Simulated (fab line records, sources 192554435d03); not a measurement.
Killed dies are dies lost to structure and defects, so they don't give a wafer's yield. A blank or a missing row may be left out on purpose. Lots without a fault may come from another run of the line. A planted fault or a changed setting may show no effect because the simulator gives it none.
Chamber matching | flow n5_finfet | N5_HKMG_FIN_CMP_23 on cmp-02: 4 sister chambers
The step polishes, stops on SiNx, t overpolish 10 s, target thk 46.326 nm. 7 wafers are shown with their chamber, then 7 later ones without.

WAFERS WITH THEIR CHAMBER
wafer  | chamber | motor_current_A (A) | time_to_endpoint_s (s)
L077.6 | 1       | 12.5                | 13.4
L078.5 | 1       | 13.0                | 18.0
L085.1 | 3       | 10.7                | 12.6
L085.4 | 2       | 13.4                | 13.6
L085.5 | 2       | 13.2                | 13.2
L090.4 | 0       | 12.9                | 9.4
L090.5 | 3       | 10.9                | 11.0

WAFERS WITHOUT THEIR CHAMBER
wafer  | motor_current_A (A) | time_to_endpoint_s (s)
L090.6 | 12.9                | 12.4
L093.2 | 11.4                | 10.3
L093.4 | 12.3                | 8.4
L093.5 | 13.3                | 13.3
L094.1 | 12.9                | 14.9
L094.4 | 13.1                | 14.9
L094.5 | 13.2                | 13.6

WHICH CHAMBER EACH WENT THROUGH
wafer  | from the rows above          | in truth
L090.6 | can't be placed: 0 or 1 or 2 | 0
L093.2 | 3                            | 3
L093.4 | can't be placed: 0 or 1      | 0
L093.5 | 2                            | 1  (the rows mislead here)
L094.1 | can't be placed: 1 or 2      | 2
L094.4 | can't be placed: 2 or 1 or 0 | 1
L094.5 | can't be placed: 2 or 1      | 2
Placed correctly: 1 of 7. Can't be placed from these rows: 5 (the true chamber is among the candidates in 5). Placed wrongly: 1.
How it was worked out, from the rows above alone: a wafer's distance from a chamber is the root of the sum, over the readings, of the square of ((its reading less the chamber's mean) divided by the reading's scatter). The wafer belongs to the nearest chamber; if the next one is less than 2 further off, it can't be placed. A chamber's mean is the mean of its shown wafers. The scatter: the root of (the sum of the squares of (reading less its chamber's mean) over the shown wafers, divided by (wafers less chambers)).
